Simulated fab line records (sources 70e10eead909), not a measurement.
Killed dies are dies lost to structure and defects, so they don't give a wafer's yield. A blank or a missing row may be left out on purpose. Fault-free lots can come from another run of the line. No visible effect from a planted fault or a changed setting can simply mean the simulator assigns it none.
What tool caused it? ; flow nand harc ; Sampling: 12 lots, 36 wafers, 6 of 1302 route steps

== WHAT EACH GAUGE READ, for each wafer ==
NHARC_A_BLC_INSPECT_28. Usual: raw defect count reads 528 (standard deviation 130).
lot;measured;on;raw defect count;flag
L621;day 23 02:46;defect inspect-01;577 751 592;
L623;day 23 23:08;defect inspect-02;927 774 1016;
L625;day 24 04:45;defect inspect-01;395 457 528;
L624;day 24 05:29;defect inspect-01;429 505 493;
L626;day 24 10:59;defect inspect-01;613 630 479;
L627;day 25 03:45;defect inspect-01;525 617 466;
L633;day 28 08:31;defect inspect-01;448 504 488;
L634;day 28 11:51;defect inspect-02;425 492 503;
L642;day 31 00:16;defect inspect-02;564 437 558;
L643;day 31 01:56;defect inspect-01;307 301 452;
L641;day 31 14:23;defect inspect-01;405 361 362;
L644;day 32 02:43;defect inspect-01;705 644 809;

NHARC_A_M0_INSPECT_27. Usual: raw defect count reads 520 (standard deviation 120).
lot;measured;on;raw defect count;flag
L621;day 23 06:19;defect inspect-02;465 431 462;
L623;day 24 02:43;defect inspect-01;502 543 517;
L625;day 24 08:18;defect inspect-01;733 536 503;
L624;day 24 09:05;defect inspect-01;458 745 948;
L626;day 24 14:25;defect inspect-02;538 469 645;
L627;day 25 07:18;defect inspect-02;530 519 508;
L633;day 28 12:07;defect inspect-02;589 641 595;
L634;day 28 15:25;defect inspect-01;427 550 548;
L642;day 31 04:01;defect inspect-01;437 481 428;
L643;day 31 05:33;defect inspect-01;295 285 362;
L641;day 31 18:02;defect inspect-01;406 447 432;
L644;day 32 06:34;defect inspect-01;612 639 592;

NHARC_END_SORT_01. Usual: value, then standard deviation, for each; defect limited yield 90.6 % / 2.5; killed at array 59 / 17; killed at other 0.9 / 1.6; killed at periphery 3.7 / 2.3; killed dies 64 / 17; killed open 3.3 / 1.8; killed short 2.4 / 1.6.
lot;measured;on;defect limited yield (%);killed at array;killed at other;killed at periphery;killed dies;killed open;killed short;flag
L624;day 26 05:42;prober-01;86.1 87.6 83.9;86 79 96;3 1 6;5 4 7;94 84 109;1 1 0;3 1 2;
L627;day 26 20:32;prober-01;92.0 91.4;50 54;1 1;3 3;54 58;9 8;2 4;
L634;day 30 04:33;prober-01;90.4 90.1 88.8;61 66 74;0 1 0;4 0 2;65 67 76;3 4 3;4 2 0;
L643;day 32 21:00;prober-02;93.8 94.1 92.6;39 34 44;1 1 0;2 5 6;42 40 50;1 3 1;0 3 3;
L644;day 33 19:35;prober-02;90.0 88.2 89.2;66 76 68;1 0 2;1 4 3;68 80 73;2 8 1;3 6 2;

== WHICH TOOL RAN EACH LOT (tool, then ch and the chambers of the sampled wafers, then the start) ==
lot;NHARC_A_M0_ETCH_34;NHARC_A_M0_ECD_22;NHARC_A_M0_CMP_23
L621;rie diel-02 ch 0,1,3, day 23 03:56;ecd cu-02 ch 0,1, day 23 05:14;cmp-02 ch 0,2, day 23 05:51
L623;rie diel-10 ch 0,1,2, day 24 00:19;ecd cu-02 ch 0,1, day 24 01:34;cmp-04 ch 0,2,3, day 24 02:16
L625;rie diel-10 ch 1,3, day 24 05:55;ecd cu-01 ch 0,1, day 24 07:07;cmp-03 ch 0,1,3, day 24 07:50
L624;rie diel-05 ch 0,3, day 24 06:39;ecd cu-02 ch 0,1, day 24 07:56;cmp-03 ch 1,3, day 24 08:38
L626;rie diel-10 ch 0,1, day 24 12:02;ecd cu-01 ch 0,1, day 24 13:14;cmp-04 ch 1,2, day 24 13:57
L627;rie diel-05 ch 0,2,3, day 25 04:55;ecd cu-01 ch 0,1, day 25 06:07;cmp-04 ch 0,1,3, day 25 06:50
L633;rie diel-10 ch 0,2, day 28 09:41;ecd cu-02 ch 0,1, day 28 10:59;cmp-04 ch 0,2, day 28 11:39
L634;rie diel-02 ch 0,1,3, day 28 13:01;ecd cu-02 ch 0,1, day 28 14:13;cmp-03 ch 0,1,3, day 28 14:56
L642;rie diel-02 ch 1,3, day 31 01:35;ecd cu-02 ch 0, day 31 02:52;cmp-04 ch 0,1,3, day 31 03:36
L643;rie diel-02 ch 0,1,3, day 31 03:08;ecd cu-01 ch 0,1, day 31 04:20;cmp-03 ch 0,1,2, day 31 05:04
L641;rie diel-10 ch 0,1,2, day 31 15:34;ecd cu-01 ch 0,1, day 31 16:53;cmp-04 ch 2,3, day 31 17:34
L644;rie diel-05 ch 0,1, day 32 03:46;ecd cu-01 ch 0,1, day 32 04:59;cmp-04 ch 0,1,2, day 32 06:06
- NHARC_A_M0_ETCH_34: etches the open film in N2/H2, target depth 40 nm, overetch 12 nm, time 43.94 s.
- NHARC_A_M0_ECD_22: material Cu, target thk 400 nm.
- NHARC_A_M0_CMP_23: polishes, t overpolish 20 s, target thk 113.75 nm.

== WHAT THE TOOLS THEMSELVES READ (means of the sampled wafers that have a number; where no wafer has one, the mark that the record gives instead) ==
NHARC_A_M0_ETCH_34. Usual: drypump motor current A 5.8 A, standard deviation 0.48; oes product au 1.002 a.u., standard deviation 0.012; rf vpp V 431.1 V, standard deviation 2.8; showerhead plenum p Torr 2.06 Torr, standard deviation 0.098; throttle valve pct 14.171 %, standard deviation 0.0093.
lot;tool;drypump motor current A (A);oes product au (a.u.);rf vpp V (V);showerhead plenum p Torr (Torr);throttle valve pct (%);flag
L621;rie diel-02;5.7;0.987;428.1;1.96;14.172;
L623;rie diel-10;5.7;1.009;431.8;2.10;14.161;
L625;rie diel-10;6.0;1.000;428.7;1.97;14.173;
L624;rie diel-05;6.3;1.009;431.4;2.10;14.177;
L626;rie diel-10;5.8;1.012;430.5;2.04;14.173;
L627;rie diel-05;6.0;1.014;433.3;2.14;14.172;
L633;rie diel-10;5.6;1.003;434.0;2.16;14.171;
L634;rie diel-02;5.8;0.986;427.5;1.96;14.175;
L642;rie diel-02;5.2;1.002;427.3;1.95;14.178;
L643;rie diel-02;5.7;1.002;429.0;1.95;14.179;
L641;rie diel-10;5.7;0.994;432.1;2.09;14.179;
L644;rie diel-05;5.4;1.003;433.8;2.13;14.176;

NHARC_A_M0_CMP_23. Usual: motor current A 11.6 A, standard deviation 0.91; time to endpoint s 29.4 s, standard deviation 3.
lot;tool;motor current A (A);time to endpoint s (s);flag
L621;cmp-02;11.8;29.8;
L623;cmp-04;11.5;27.3;
L625;cmp-03;12.0;29.3;
L624;cmp-03;12.2;30.3;
L626;cmp-04;11.1;27.8;
L627;cmp-04;11.6;29.8;
L633;cmp-04;11.4;31.9;
L634;cmp-03;12.1;36.0;
L642;cmp-04;11.9;30.0;
L643;cmp-03;11.8;31.0;
L641;cmp-04;11.0;30.3;
L644;cmp-04;11.4;26.4;

== THE ANSWER, worked out from the rows above alone ==
Rule: take the mean of a lot's wafers that have a number; if it is more than 3 standard deviations from the usual mean, the lot is off. A lot without any number at a reading at which 4 lots or more have one is off too. All remaining lots with rows at the step are treated as sound. The gauges are gone through in route order, then the tools' own readings, and for those a lot's mean is taken as printed above. At the first step where some lot is off, the reading lying furthest off is the one used; lots without a number count as furthest.
No lot is off at any reading shown: from this, nothing can be told.

== WHAT WAS PUT IN BY THE SIMULATOR ==
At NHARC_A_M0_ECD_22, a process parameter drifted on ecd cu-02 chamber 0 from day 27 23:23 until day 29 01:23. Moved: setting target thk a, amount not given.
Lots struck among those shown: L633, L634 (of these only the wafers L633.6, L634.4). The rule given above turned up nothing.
